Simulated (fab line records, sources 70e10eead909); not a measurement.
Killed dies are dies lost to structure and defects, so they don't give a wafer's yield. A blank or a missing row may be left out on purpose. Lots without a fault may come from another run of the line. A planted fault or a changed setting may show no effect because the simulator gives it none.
Which tool did it? | flow nand_harc | 6 lots, 18 wafers sampled, at 2 steps of a route of 1302

WHAT THE GAUGES READ, wafer by wafer
NHARC_P_GATE_CD_MEAS_26: target cd 120 nm.
lot  | measured     | on        | cd_nm (nm)
L232 | day 6 18:15  | cd_sem-03 | 120.7 120.2 120.7
L234 | day 7 08:13  | cd_sem-03 | 119.8 120.7 121.0
L240 | day 9 20:19  | cd_sem-03 | 94.7 120.8 120.9
L242 | day 10 23:37 | cd_sem-01 | 93.4 120.1 119.7
L249 | day 13 10:54 | cd_sem-02 | 120.0 120.7 121.1
L252 | day 14 11:04 | cd_sem-01 | 119.9 120.3 120.0

WHICH TOOL RAN EACH LOT (tool, then ch and the chambers of the sampled wafers, then the start)
lot  | NHARC_P_GATE_EXPOSE_23
L232 | arfi_scanner-01 ch 0, day 6 18:07
L234 | arfi_scanner-02 ch 0, day 7 08:05
L240 | arfi_scanner-03 ch 0, day 9 20:11
L242 | arfi_scanner-03 ch 0, day 10 23:28
L249 | arfi_scanner-01 ch 0, day 13 10:46
L252 | arfi_scanner-03 ch 0, day 14 10:55
- NHARC_P_GATE_EXPOSE_23: exposes mask P GATE, target cd 120 nm.

THE ANSWER, worked out from the rows above alone
Rule: what is usual is taken from the lots themselves. Put in order of their means at a reading, lots are off if they are a third of the lots or fewer, leave a main group of 4 or more, and stand apart from it by a gap of 3 or more times the standard deviation of the main group's means; of several such gaps the widest counts. A main group whose means are all the same, to the digits that the tables above print for the reading, isn't used. A lot without any number at a reading at which 4 lots or more have one is off too. The other lots that the step has rows for count as sound.
Off: L240, L242, at NHARC_P_GATE_CD_MEAS_26 (cd_nm). The main group: mean 120.4 nm, standard deviation 0.21.
A tool fits if, at a process step before that reading, it ran every lot that is off, and no sound lot after the first of them. The gauges at NHARC_P_GATE_CD_MEAS_26 are tried like those tools. None of those tried fits.

WHAT THE SIMULATOR HAD PUT IN
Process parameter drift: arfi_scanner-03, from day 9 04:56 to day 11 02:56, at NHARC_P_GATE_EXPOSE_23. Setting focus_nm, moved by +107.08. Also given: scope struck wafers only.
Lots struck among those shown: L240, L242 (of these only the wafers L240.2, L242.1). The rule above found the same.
